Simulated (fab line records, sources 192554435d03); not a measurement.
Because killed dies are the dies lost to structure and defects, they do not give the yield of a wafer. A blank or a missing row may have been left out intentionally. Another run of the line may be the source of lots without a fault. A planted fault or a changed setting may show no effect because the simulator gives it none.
One fault seen from 3 desks    flow n5 finfet    numbers are kept per desk, each desk with only its own; the story behind them comes last

## THE DEFECT DESK
Lot by lot, what the route's inspections counted, given as the mean of those sampled wafers with a number. If a lot's mean is further than 4 standard deviations from the usual mean, the lot is out of limits and carries the mark OUT (the distance appears in the brackets).
Columns: A = raw defect count at N5_STI_FIN_REVEAL_INSPECT_13, usual 11
lot   first seen here  A
L592  day 3 18:55      7
L593  day 4 00:03      12
L595  day 4 13:00      14
L597  day 5 01:37      9
L602  day 6 07:46      14
L603  day 6 12:26      7
L604  day 6 18:17      15
This desk's verdict: no lot among the 7 shows anything out of limits.

## THE METROLOGY DESK
Means of the sampled wafers that have a number, per lot and without regard to the tool the lot ran on: this is what the gauges read. If a lot's mean is further than 4 standard deviations from the usual mean, the lot is out of limits and carries the mark OUT (the distance appears in the brackets). Shown here are 7 of its 12 readings, the ones lying furthest out on some lot.
Columns: A = cd nm at N5_STI_FIN_REVEAL_CD_MEAS_22, usual 6.29 nm; B = DIBL_N at N5_BEOL_M4_RC_MEAS_101, usual 36.5 mV/V; C = IOFF_N at N5_BEOL_M4_RC_MEAS_101, usual 0.162 nA/um; D = IOFF_P at N5_BEOL_M4_RC_MEAS_101, usual 0.221 nA/um; E = ION_P at N5_BEOL_M4_RC_MEAS_101, usual 466 uA/um; F = VT_N at N5_BEOL_M4_RC_MEAS_101, usual 249.2 mV; G = VT_P at N5_BEOL_M4_RC_MEAS_101, usual -249 mV
lot   first seen here  A     B     C      D      E    F      G
L592  day 3 18:48      6.48  36.1  0.159  0.247  476  247.7  -246
L593  day 3 23:56      5.95  34.1  0.129  0.173  461  253.5  -255
L595  day 4 12:53      6.49  36.6  0.169  0.216  463  249.1  -252
L597  day 5 01:30      6.24  37.3  0.177  0.236  464  248.6  -249
L602  day 6 07:39      6.37  35.7  0.143  0.185  457  250.8  -252
L603  day 6 12:19      6.23  34.7  0.129  0.207  469  253.3  -248
L604  day 6 18:10      6.39  35.7  0.152  0.199  463  248.9  -252
This desk's verdict: no lot among the 7 shows anything out of limits.

## AT THE TOOL OWNER'S DESK: ald sin-02
The tool's own readings at N5_DUMMY_GATE_ALD_02 (deposits SiO2, target thk 2 nm, pulse time 1 s): means of the sampled wafers that have a number, for each lot that ran on this tool. If a lot's mean is further than 4 standard deviations from the usual mean, the lot is out of limits and carries the mark OUT (the distance appears in the brackets).
Columns: A = heater power w at N5_DUMMY_GATE_ALD_02, usual 473 W; B = precursor pulse height rel at N5_DUMMY_GATE_ALD_02, usual 0.999
lot   first seen here  A    B
L592  day 3 19:50      447  0.999
L595  day 4 13:05      453  1.018
L597  day 5 01:43      463  0.984
L602  day 6 07:52      450  1.002
L603  day 6 12:32      445  0.999
L604  day 6 18:23      458  1.001
This desk's verdict: no lot among the 6 shows anything out of limits.

## ALL TOGETHER
Nothing out of limits was seen by the defect desk.
From the metrology desk's view, nothing was out of limits.
Nothing out of limits was seen by the tool owner's desk.

## WHAT THE SIMULATOR HAD PUT IN
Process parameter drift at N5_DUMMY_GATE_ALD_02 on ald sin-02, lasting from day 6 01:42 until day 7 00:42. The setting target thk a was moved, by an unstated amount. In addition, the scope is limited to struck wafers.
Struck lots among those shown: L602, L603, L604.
